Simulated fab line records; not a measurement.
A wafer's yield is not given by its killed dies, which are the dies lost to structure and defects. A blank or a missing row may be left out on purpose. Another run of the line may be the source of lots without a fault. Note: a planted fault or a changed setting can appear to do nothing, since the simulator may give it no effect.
Chamber matching    flow n5Finfet    N5_PMOS_HMC_CHANNEL_EPI_ETCH_32 on rieDiel-05 has 4 sister chambers
The step etches BARC in N2/H2, stops on SiO2, target depth 85.8 nm, time 50.3 s. 4 wafers are shown with their chamber, then 7 later ones without.

== WAFERS WITH THEIR CHAMBER ==
wafer   chamber  showerheadPlenumPTorr (Torr)
L088.5  3        2.56
L089.2  1        2.55
L095.2  2        2.53
L095.3  0        2.63

== WAFERS MISSING THEIR CHAMBER ==
wafer   showerheadPlenumPTorr (Torr)
L095.4  2.55
L096.2  2.63
L096.3  2.55
L096.6  2.55
L097.1  2.63
L097.5  2.63
L097.6  2.54

== EACH ONE'S CHAMBER ==
wafer    from the rows above       in truth
L095.4   1                         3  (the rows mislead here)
L096.2   0                         0
L096.3   1                         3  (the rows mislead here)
L096.6   1                         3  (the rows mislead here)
L097.1   0                         0
L097.5   0                         0
L097.6   can't be placed: 1 or 2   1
Correctly placed: 3 of 7. Cannot be placed on the basis of these rows: 1; the candidates contain the true chamber in 1. Placed wrongly: 3.
How it was worked out, from the rows above alone: a wafer's distance from a chamber is the root of the sum, over the readings, of the square of ((its reading less the chamber's mean) divided by the reading's scatter). The wafer belongs to the nearest chamber; if the next one is less than 2 further off, it can't be placed. For every chamber, the mean is computed from those of its wafers that are shown. The scatter: root of mean squared gap, hidden wafer to nearest shown wafer, with one shown wafer a chamber.
